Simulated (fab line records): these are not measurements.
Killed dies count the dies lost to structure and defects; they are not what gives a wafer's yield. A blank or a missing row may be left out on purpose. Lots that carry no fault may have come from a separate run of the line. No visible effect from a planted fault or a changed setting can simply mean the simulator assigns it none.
A lot that was struck, set against a sound lot || flow n5_finfet || 42 steps out of a route of 1938
Sound: these wafers, L939.1, L939.3, L939.6. Struck: wafer L943.1 (left out: L943.2, L943.4 of the same lot, which were not struck); the cause appears at the end.
Each step with rows lists, per side, the tool, then ch with its chambers, then its first start. Under that, the readings that differ: sound wafers || struck wafers || difference of the means || sigmas: that difference in standard deviations of wafers without a fault.
alike: a reading whose means differ by less than 2 such deviations, as well as words and numbers matching on both sides. not compared: withheld readings; readings where some wafer has no value; bounds like >300 that might hide an equal value; numbers whose values overlap and for which the record gives no deviation.
A row with sigmas, a row that says differs or no value, or rows on one side alone: a step with any of these is where the two part. Numbers that don't overlap but have no deviation are shown without sigmas and don't part them. A reading that every wafer of one side lacks parts them only if that side has two wafers or more.

first, 5 steps without rows for these wafers: N5_BEOL_M8_ETCH_66 (etches SOC in N2/H2, target depth 80 nm, overetch 16 nm, time 120 s); N5_BEOL_M8_STRIP_69 (strips in N2/H2); N5_BEOL_M8_STRIP_73 (strips in N2/H2); N5_BEOL_M8_VIA_ETCH_34 (etches SiCOH lowk in C4F6/O2, target depth 125.5 nm, time 50.5 s); N5_BEOL_M8_STRIP_76 (strips in C4F6/O2).
N5_BEOL_M8_STRIP_36: strips in N2/H2.
  sound on rie_diel-01 ch 1,2,3, day 11 14:01; struck on rie_diel-06 ch 0, day 12 13:50
{"reading": "oes_product_au (a.u.)", "sound": "0.82 0.95 0.97", "struck": 0.68, "difference": -0.23, "sigmas": -3}
  alike: drypump_motor_current_A, rf_vpp_V, showerhead_plenum_p_Torr, throttle_valve_pct
  not compared: rf_hours_counter_h
then, 3 steps without rows for these wafers: N5_BEOL_M8_TRENCH_ETCH_37 (etches SiCOH lowk in C4F6/O2, target depth 93.478 nm, time 31.2 s); N5_BEOL_M8_ETCH_41 (etches SiCN in CH3F/O2, target depth 31.9 nm, time 57.8 s); N5_BEOL_M8_STRIP_80 (strips in N2/H2, time 10 s).
N5_BEOL_M8_OCD_MEAS_38:
  struck on ocd-01, day 12 14:02; sound on ocd-02, day 11 14:13
  alike: trench_depth_nm
then, 2 steps without rows for these wafers: N5_BEOL_M8_HM_STRIP_39 (strips TiN in peroxide tin strip, target depth 25 nm, time 158 s); N5_BEOL_M8_SRD_40 (time 30 s).
N5_BEOL_M8_PRECLEAN_42: cleans in residue remover, time 60 s.
  sound on wet_bench-02 ch 2,5,7, day 11 14:19; struck on wet_bench-02 ch 0,2,6, day 12 14:09
then, 1 step without rows for these wafers: N5_BEOL_M8_SRD_43 (time 30 s).
N5_BEOL_M8_CD_MEAS_35: the cd target is 40 nm.
  struck on cd_sem-02, day 12 14:13; sound on cd_sem-02, day 11 14:23
  alike: cd_nm
then, 3 steps without rows for these wafers: N5_BEOL_M8_CURE_75 (cures SiCOH lowk, time 120 s); N5_BEOL_M8_DEGAS_44 (time 60 s); N5_BEOL_M8_PRE_CLEAN_45 (time 30 s).
N5_BEOL_M8_ALD_77: deposits TaN, target thk 2 nm, pulse time 2 s, purge time 3 s.
  sound on ald_metal-01 ch 1,3, day 11 15:22; struck on ald_metal-04 ch 2, day 12 14:45
  alike: heater_power_w
then, 4 steps without rows for these wafers: N5_BEOL_M8_SURFACE_TREAT_79; N5_BEOL_M8_CVD_78 (deposits Co from CCTBA/H2, target thk 2 nm, time 142.3 s); N5_BEOL_M8_SPUTTER_48 (material Cu, target thk 10 nm, time 1.667 s); N5_BEOL_M8_ECD_50 (material Cu, target thk 300 nm).
N5_BEOL_M8_ANNEAL_51: time 90 s.
  sound on rtp_anneal-01 ch 0, day 11 16:35; struck on rtp_anneal-01 ch 0, day 12 16:47
  alike: wafer_temp_C_max
N5_BEOL_M8_CMP_52: polishes, stops on SiCOH lowk, t overpolish 6.9 s, target thk 80 nm.
  sound on cmp-01 ch 0,1, day 11 16:53; struck on cmp-02 ch 1, day 12 17:06
  alike: barrier_field_endpoint_s, motor_current_A, overpolish_run_s, slurry_filter_dp_kPa, time_to_endpoint_s
  not compared: pad_life_wafers
N5_BEOL_M8_THK_MEAS_53: measures by xrf.
  struck on film_metro-01, day 12 17:23; sound on film_metro-01, day 11 17:11
  alike: M8_THK
then, 1 step without rows for these wafers: N5_BEOL_M8_PRE_CLEAN_55 (time 15 s).
N5_BEOL_M8_DEP_56: deposits SiCN from 3MS/NH3, target thk 10 nm, time 17.5 s.
  sound on pecvd-01 ch 0,2, day 11 17:15; struck on pecvd-03 ch 0, day 12 17:28
  alike: showerhead_plenum_p_Torr, throttle_valve_pct
N5_BEOL_M8_RS_MEAS_57: measurement is done with a four-point probe.
  struck on film_metro-02, day 12 17:31; sound on film_metro-02, day 11 17:20
  alike: M8_RS
then, 2 steps without rows for these wafers: N5_BEOL_M9_ILD_DEP_00 (deposits SiCOH lowk from DEMS/porogen, target thk 308.51 nm, time 58 s); N5_BEOL_M9_CURE_71 (cures SiCOH lowk, time 240 s).
N5_BEOL_M9_THK_MEAS_01:
  struck on film_metro-01, day 12 18:11; sound on film_metro-01, day 11 17:59
{"reading": "M9_ILD_THK (nm)", "sound": "270 265 267", "struck": 259, "difference": -8, "sigmas": -2}
then, 9 steps without rows for these wafers: N5_BEOL_M9_PECVD_70 (deposits SiO2 from TEOS/O2, target thk 20 nm, time 22.7 s); N5_BEOL_M9_HM_DEP_02 (deposits TiN, target thk 20 nm); N5_BEOL_M9_COAT_59 (time 60 s, resist thk 100 nm); N5_BEOL_M9_COAT_60 (time 60 s, resist thk 30 nm); N5_BEOL_M9_COAT_05 (resist thk 90 nm); N5_BEOL_M9_EBR_07; N5_BEOL_M9_SOFTBAKE_06 (time 60 s); N5_BEOL_M9_EXPOSE_08 (exposes mask M9); N5_BEOL_M9_PEB_09 (peb time 60 s).
-- a jump in the record: the struck wafers' starts before and after are 3 days apart (it breaks off in module BEOL_M9 and resumes in module PASSIVATION, where the first step shown is number 1936 of the route) --
N5_PASSIVATION_PROBE_49:
  struck on prober-01, day 15 19:27; sound on prober-01, day 14 08:52
{"reading": "defect_limited_yield (%)", "sound": "91.9 91.7 91.9", "struck": 84.0, "difference": -7.8, "sigmas": -6}
{"reading": "killed_at_M4_up", "sound": "10 10 19", "struck": 91, "difference": "+78", "sigmas": "+15"}
{"reading": "killed_at_front_end", "sound": "29 37 31", "struck": 60, "difference": "+28", "sigmas": "+3"}
{"reading": "killed_dies", "sound": "96 98 95", "struck": 189, "difference": "+93", "sigmas": "+6"}
{"reading": "killed_on_rim", "sound": "12 16 7", "struck": 36, "difference": "+24", "sigmas": "+6"}
{"reading": "sort_bin_5_function (%)", "sound": "4.6 5.1 5.0", "struck": 8.4, "difference": "+3.5", "sigmas": "+4"}
{"reading": "sort_n_pass", "sound": "1084 1082 1085", "struck": 991, "difference": -93, "sigmas": -5}
{"reading": "sort_yield_pct (%)", "sound": "91.9 91.7 91.9", "struck": 84.0, "difference": -7.8, "sigmas": -5}
  alike: killed_at_M0_to_M3, killed_at_contacts, killed_at_other, killed_open, killed_short, sort_bin_4_leakage, sort_bin_6_memory

WHERE THEY PART
At N5_BEOL_M8_STRIP_36 first; at N5_PASSIVATION_PROBE_49 last (within this record only).

WHY: what the simulator had put in
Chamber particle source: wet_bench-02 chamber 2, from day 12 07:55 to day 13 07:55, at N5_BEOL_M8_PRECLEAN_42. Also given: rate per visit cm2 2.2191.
